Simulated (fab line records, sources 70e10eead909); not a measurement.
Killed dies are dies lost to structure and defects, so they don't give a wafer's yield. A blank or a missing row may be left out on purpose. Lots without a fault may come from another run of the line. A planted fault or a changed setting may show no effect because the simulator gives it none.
Chamber matching | flow nand_harc | NHARC_P_BONDPAD_ETCH_12 on rie_diel-04: 4 sister chambers
The step etches the open film in CHF3/O2, target depth 200 nm, time 100 s. 4 wafers are shown with their chamber, then 9 later ones without.

WAFERS WITH THEIR CHAMBER
wafer  | chamber | showerhead_plenum_p_Torr (Torr)
L907.4 | 3       | 2.26
L909.1 | 0       | 2.52
L909.3 | 2       | 2.30
L912.2 | 1       | 2.51

WAFERS WITHOUT THEIR CHAMBER
wafer  | showerhead_plenum_p_Torr (Torr)
L912.4 | 2.52
L912.6 | 2.26
L913.2 | 2.26
L913.4 | 2.52
L913.6 | 2.26
L920.1 | 2.52
L920.2 | 2.51
L919.4 | 2.25
L919.6 | 2.52

WHICH CHAMBER EACH WENT THROUGH
wafer  | from the rows above | in truth
L912.4 | 0                   | 0
L912.6 | 3                   | 3
L913.2 | 3                   | 3
L913.4 | 0                   | 0
L913.6 | 3                   | 3
L920.1 | 0                   | 0
L920.2 | 1                   | 1
L919.4 | 3                   | 3
L919.6 | 0                   | 0
Placed correctly: 9 of 9. Can't be placed from these rows: 0. Placed wrongly: 0.
How it was worked out, from the rows above alone: a wafer's distance from a chamber is the root of the sum, over the readings, of the square of ((its reading less the chamber's mean) divided by the reading's scatter). The wafer belongs to the nearest chamber; if the next one is less than 2 further off, it can't be placed. A chamber's mean is the mean of its shown wafers. The scatter: with one shown wafer a chamber, the root of the mean of the squares of how far each hidden wafer lies from its nearest shown one.
